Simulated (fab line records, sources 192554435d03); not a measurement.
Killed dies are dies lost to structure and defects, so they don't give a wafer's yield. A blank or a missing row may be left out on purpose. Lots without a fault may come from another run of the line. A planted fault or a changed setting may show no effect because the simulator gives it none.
One fault seen from 3 desks | flow n5_finfet | each desk has only its own numbers; what lay behind them comes last

THE METROLOGY DESK
What the gauges read, lot by lot, whatever tool the lot ran on: means of the sampled wafers that have a number. A lot is out of limits, marked OUT, if its mean lies more than 4 standard deviations from the usual mean; the brackets give that distance.
Columns: A = M15_ILD_THK at N5_BEOL_M15_THK_MEAS_01, usual 1632 nm
lot  | first seen here | A
L294 | day 10 11:52    | 1635
L295 | day 11 09:41    | 1619
L296 | day 11 13:25    | 1627
L299 | day 12 14:02    | 1642
L301 | day 12 14:26    | 1629
L300 | day 12 14:33    | 1656
L302 | day 13 09:20    | 1630
L305 | day 13 21:40    | 1633
L314 | day 15 23:04    | 1768 (+5.9) OUT
L313 | day 16 01:49    | 1715
L315 | day 16 19:53    | 1764 (+5.7) OUT
This desk's finding: out of limits on L314, L315; first on L314, day 15 23:04 (M15_ILD_THK at N5_BEOL_M15_THK_MEAS_01). In limits: L294, L295, L296, L299, L301, L300, L302, L305, L313.

THE TOOL OWNER'S DESK: pecvd-04
The tool's own readings at N5_BEOL_M15_ILD_DEP_00 (deposits SiO2 from TEOS/O2, target thk 1629.3 nm, time 346.1 s): means of the sampled wafers that have a number, for each lot that ran on this tool. A lot is out of limits, marked OUT, if its mean lies more than 4 standard deviations from the usual mean; the brackets give that distance.
Columns: A = chamber_pressure_Torr at N5_BEOL_M15_ILD_DEP_00, usual 6.500 Torr; B = heater_power_w at N5_BEOL_M15_ILD_DEP_00, usual 564 W; C = run_length_s at N5_BEOL_M15_ILD_DEP_00, usual 389.2 s; D = showerhead_plenum_p_Torr at N5_BEOL_M15_ILD_DEP_00, usual 8.34 Torr; E = susceptor_temp_C at N5_BEOL_M15_ILD_DEP_00, usual 400.00 C; F = throttle_valve_pct at N5_BEOL_M15_ILD_DEP_00, usual 19.0 %
lot  | first seen here | A     | B   | C               | D    | E      | F
L295 | day 11 09:26    | 6.495 | 588 | 389.3           | 8.35 | 400.20 | 19.0
L296 | day 11 13:10    | 6.492 | 625 | 389.3           | 8.30 | 400.34 | 19.1
L301 | day 12 14:04    | 6.507 | 552 | 389.5           | 8.33 | 399.91 | 19.0
L302 | day 13 09:05    | 6.505 | 584 | 389.3           | 8.34 | 399.96 | 18.9
L314 | day 15 22:49    | 6.492 | 450 | 415.7 (+50) OUT | 8.36 | 400.50 | 19.2
L313 | day 16 01:34    | 6.500 | 571 | 407.0 (+34) OUT | 8.35 | 399.90 | 18.6
L315 | day 16 19:38    | 6.499 | 610 | 415.8 (+50) OUT | 8.34 | 399.98 | 18.9
This desk's finding: out of limits on L313, L314, L315; first on L314, day 15 22:49 (run_length_s at N5_BEOL_M15_ILD_DEP_00). In limits: L295, L296, L301, L302.

THE DEFECT DESK
What the inspections along the route counted, lot by lot: means of the sampled wafers that have a number. A lot is out of limits, marked OUT, if its mean lies more than 4 standard deviations from the usual mean; the brackets give that distance.
Columns: A = raw_defect_count at N5_BEOL_M14_INSPECT_30, usual 2.1; B = raw_defect_count at N5_BEOL_M14_INSPECT_55, usual 69
lot  | first seen here | A   | B
L294 | day 10 09:05    | 3.0 | 60
L295 | day 11 04:59    | 1.3 | 71
L296 | day 11 10:07    | 1.7 | 57
L300 | day 12 09:54    | 2.3 | 142
L299 | day 12 09:59    | 2.3 | 60
L301 | day 12 10:41    | 1.3 | 88
L302 | day 13 01:02    | 0.7 | 82
L305 | day 13 17:48    | 1.5 | 82
L314 | day 15 17:07    | 2.0 | 66
L313 | day 15 19:17    | 4.0 | 70
L315 | day 16 14:34    | 1.0 | 52
This desk's finding: nothing out of limits on any of the 11 lots.

PUT TOGETHER
The tool owner's desk could have raised an alarm at day 15 22:49, on L313, L314, L315.
The metrology desk could have raised an alarm at day 15 23:04, on L314, L315.
The defect desk saw nothing out of limits.
The metrology desk has L313 on record, within its limits.
The defect desk has L313, L314, L315 on record, within its limits.
Of the lots named, all ran N5_BEOL_M15_ILD_DEP_00 on pecvd-04.

WHAT THE SIMULATOR HAD PUT IN
Process parameter drift: pecvd-04, from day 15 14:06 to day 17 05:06, at N5_BEOL_M15_ILD_DEP_00. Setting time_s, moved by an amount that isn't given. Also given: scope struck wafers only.
Lots struck among those shown: L313, L314, L315.
Hours from the fault's start to each desk's first reading out of limits: the tool owner's desk, 9; the metrology desk, 9.
